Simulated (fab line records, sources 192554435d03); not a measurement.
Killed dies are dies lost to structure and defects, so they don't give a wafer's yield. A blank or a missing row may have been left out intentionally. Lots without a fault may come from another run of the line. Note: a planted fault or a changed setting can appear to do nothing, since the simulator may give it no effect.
Split-lot trial + flow n5_finfet + 7 lots, 21 wafers read, on a route of 1938 steps

== THE SPLIT ==
At N5_SDB_COAT_03 (time 60 s, resist thk 100 nm), the setting spin_rpm was moved away from the recipe's 1500 rpm on 7 of the 21 wafers read, by -9.8% to +10.6%. The other wafers ran this setting at the recipe's value.

The reading comes from the split's own step.

== THE READING ==
SOC_of_SDB_COAT_03.thk_nm (the simulator's own value, which no gauge read), in nm, at N5_SDB_COAT_03 (time 60 s, resist thk 100 nm). There is no usual value for it anywhere in the file. Average 99.7 nm, standard deviation 0.3 nm, over the 14 wafers here run with the recipe.

| wafer  | tool, chamber at the split | spin_rpm as run, rpm | against the recipe | SOC_of_SDB_COAT_03.thk_nm, nm | against lot-mates on the recipe |
|--------|----------------------------|----------------------|--------------------|-------------------------------|---------------------------------|
| L076.1 | litho_track-02, 0          | 1500                 | recipe             | 99.4                          | -                               |
| L076.4 | litho_track-02, 0          | 1500                 | recipe             | 99.2                          | -                               |
| L076.5 | litho_track-02, 0          | 1500                 | recipe             | 99                            | -                               |
| L080.1 | litho_track-04, 0          | 1659                 | +10.6%             | 95                            | no lot-mate on the recipe       |
| L080.2 | litho_track-04, 0          | 1659                 | +10.6%             | 95.2                          | no lot-mate on the recipe       |
| L080.4 | litho_track-04, 0          | 1659                 | +10.6%             | 95.2                          | no lot-mate on the recipe       |
| L081.3 | litho_track-04, 0          | 1500                 | recipe             | 99.8                          | -                               |
| L081.4 | litho_track-04, 0          | 1500                 | recipe             | 99.6                          | -                               |
| L081.5 | litho_track-04, 0          | 1500                 | recipe             | 99.6                          | -                               |
| L090.4 | litho_track-02, 0          | 1500                 | recipe             | 99.6                          | -                               |
| L090.5 | litho_track-02, 0          | 1500                 | recipe             | 100                           | -                               |
| L090.6 | litho_track-02, 0          | 1500                 | recipe             | 100                           | -                               |
| L091.2 | litho_track-05, 0          | 1353                 | -9.8%              | 105.2                         | +5.6                            |
| L091.3 | litho_track-05, 0          | 1500                 | recipe             | 99.6                          | -                               |
| L091.6 | litho_track-05, 0          | 1353                 | -9.8%              | 104.8                         | +5.2                            |
| L092.2 | litho_track-05, 0          | 1500                 | recipe             | 100                           | -                               |
| L092.5 | litho_track-05, 0          | 1500                 | recipe             | 100                           | -                               |
| L092.4 | litho_track-05, 0          | 1500                 | recipe             | 99.8                          | -                               |
| L097.2 | litho_track-05, 0          | 1500                 | recipe             | 99.6                          | -                               |
| L097.3 | litho_track-05, 0          | 1580                 | +5.3%              | 97                            | -2.6                            |
| L097.4 | litho_track-05, 0          | 1580                 | +5.3%              | 97                            | -2.6                            |

THE FIT
A straight line over all 21 wafers: SOC_of_SDB_COAT_03.thk_nm changes by -0.478 nm for each +1% of spin_rpm; r = -0.99; the points scatter about the line by 0.38 nm.
The same after taking each lot's own level away (the mean of its wafers on the recipe; 18 wafers): -0.535 nm for each +1%; r = -1.00; scatter 0.17 nm.
Per that fit: largest spin_rpm move, reading shift of 5.7 nm.
The lots' own levels span 99.20 to 99.93 nm, that is 2.5 times the standard deviation above.
So the lot-to-lot level changes the slope: the two fits differ.
Check: for one of the wafers moved furthest among these (-9.8%), held out of the fit, the line's prediction against its lot-mates is +5.07 nm. Against them it came out at +5.6 nm.

== THESE WAFERS: OTHER SPLITS ==
Before the reading, these wafers also passed through other splits. Each is held against what the fit with the lots' levels taken away leaves over:
| other split on the same wafers | wafers away from the commonest value | r with SOC_of_SDB_COAT_03.thk_nm (lot level and that fit taken away) |
|--------------------------------|--------------------------------------|----------------------------------------------------------------------|
| N5_SD_EPI_N_EXPOSE_06 dose_mj  | 10                                   | -0.07                                                                |
| N5_SD_EPI_N_EPI_21 temp_c      | 7                                    | +0.13                                                                |
| N5_SD_EPI_N_PRECLEAN_49 time_s | 4                                    | -0.03                                                                |

== THE FILE'S OWN FIT ==
SOC_of_SDB_COAT_03.thk_nm changes by -0.537 nm for each +1% of spin_rpm, r = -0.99.
